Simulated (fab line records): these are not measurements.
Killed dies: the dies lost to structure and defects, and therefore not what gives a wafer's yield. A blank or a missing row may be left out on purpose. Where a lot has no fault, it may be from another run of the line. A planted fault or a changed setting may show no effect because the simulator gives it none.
Chamber matching + flow n5Finfet + N5_BEOL_M9_CMP_52 on cmp-03: 4 sister chambers
The step polishes, stops on SiCOH lowk, t overpolish 7 s, target thk 140 nm. 27 wafers are shown with their chamber, then 12 later ones without.

== WAFERS, EACH WITH ITS CHAMBER ==
| wafer  | chamber | motorCurrentA (A) | timeToEndpointS (s) | barrierFieldEndpointS (s) |
|--------|---------|-------------------|---------------------|---------------------------|
| L075.2 | 1       | 5.7               | 63                  | 26.9                      |
| L075.5 | 2       | 6.1               | 60                  | 28.1                      |
| L075.6 | 1       | 5.5               | 61                  | 28.1                      |
| L076.2 | 1       | 5.8               | 64                  | 28.3                      |
| L076.3 | 2       | 6.3               | 67                  | 27.9                      |
| L076.4 | 0       | 5.3               | 70                  | 29.0                      |
| L077.2 | 1       | 5.8               | 62                  | 28.2                      |
| L077.4 | 2       | 6.3               | 67                  | 29.0                      |
| L077.5 | 1       | 5.7               | 62                  | 28.1                      |
| L078.1 | 2       | 6.5               | 66                  | 28.8                      |
| L078.2 | 3       | 6.5               | 66                  | 28.6                      |
| L078.6 | 2       | 6.3               | 66                  | 29.5                      |
| L079.2 | 0       | 5.3               | 66                  | 28.8                      |
| L079.3 | 1       | 5.6               | 62                  | 28.4                      |
| L079.4 | 2       | 6.5               | 64                  | 28.9                      |
| L080.1 | 0       | 6.1               | 67                  | 28.0                      |
| L080.3 | 3       | 6.1               | 64                  | 27.3                      |
| L080.4 | 1       | 5.9               | 64                  | 28.7                      |
| L081.3 | 0       | 5.4               | 66                  | 27.6                      |
| L081.5 | 3       | 6.1               | 60                  | 27.4                      |
| L081.6 | 0       | 5.7               | 65                  | 28.1                      |
| L084.2 | 2       | 6.7               | 59                  | 27.9                      |
| L084.5 | 0       | 5.4               | 65                  | 29.3                      |
| L084.6 | 3       | 6.4               | 61                  | 27.5                      |
| L085.1 | 1       | 5.7               | 63                  | 28.5                      |
| L085.3 | 2       | 6.1               | 65                  | 28.4                      |
| L085.6 | 2       | 6.4               | 65                  | 28.4                      |

SIGNATURES (averages over the wafers above)
| reading               | chamber 0 | chamber 1 | chamber 2 | chamber 3 | scatter within a chamber |
|-----------------------|-----------|-----------|-----------|-----------|--------------------------|
| motorCurrentA         | 5.533     | 5.713     | 6.356     | 6.275     | 0.212                    |
| timeToEndpointS       | 66.50     | 62.62     | 64.33     | 62.75     | 2.25                     |
| barrierFieldEndpointS | 28.467    | 28.150    | 28.544    | 27.700    | 0.581                    |
Rule: a wafer lies at a distance from a chamber equal to the root of the sum of squares, over the readings, of (its reading less the chamber's mean, divided by the reading's scatter). If the next closest chamber is less than 2 further off than the closest, the wafer can't be placed; otherwise it belongs to the closest. The scatter: the root of (the sum of the squares of (reading less its chamber's mean) over the shown wafers, divided by (wafers less chambers)).

== WAFERS MISSING THEIR CHAMBER ==
| wafer  | motorCurrentA (A) | timeToEndpointS (s) | barrierFieldEndpointS (s) |
|--------|-------------------|---------------------|---------------------------|
| L086.1 | 5.6               | 64                  | 29.0                      |
| L086.5 | 6.2               | 66                  | 28.8                      |
| L086.6 | 6.4               | 66                  | 29.2                      |
| L093.3 | 6.4               | 66                  | 28.9                      |
| L093.4 | 6.6               | 72                  | 29.9                      |
| L093.6 | 6.4               | 71                  | 30.0                      |
| L094.1 | 5.7               | 70                  | 28.5                      |
| L094.4 | 5.5               | 71                  | 29.0                      |
| L094.5 | 5.5               | 74                  | 30.2                      |
| L091.3 | 5.8               | 67                  | 29.2                      |
| L091.5 | 6.1               | 69                  | 29.6                      |
| L091.6 | 5.5               | 72                  | 29.2                      |

== CHAMBER TAKEN BY EACH ==
| wafer  | from the rows above               | in truth |
|--------|-----------------------------------|----------|
| L086.1 | can't be placed: 0 or 1           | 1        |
| L086.5 | can't be placed: 2 or 3 or 1      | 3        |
| L086.6 | can't be placed: 2 or 3           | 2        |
| L093.3 | can't be placed: 2 or 3           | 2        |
| L093.4 | can't be placed: 2 or 3 or 0      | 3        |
| L093.6 | can't be placed: 2 or 0 or 3 or 1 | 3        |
| L094.1 | can't be placed: 0 or 1           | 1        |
| L094.4 | can't be placed: 0 or 1           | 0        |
| L094.5 | can't be placed: 0 or 1           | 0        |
| L091.3 | can't be placed: 0 or 1 or 2      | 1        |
| L091.5 | can't be placed: 2 or 0 or 1 or 3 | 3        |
| L091.6 | can't be placed: 0 or 1           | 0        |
Placed correctly: 0 of 12. These rows do not allow placing 12 (true chamber among the candidates in 12). Wrongly placed: 0.
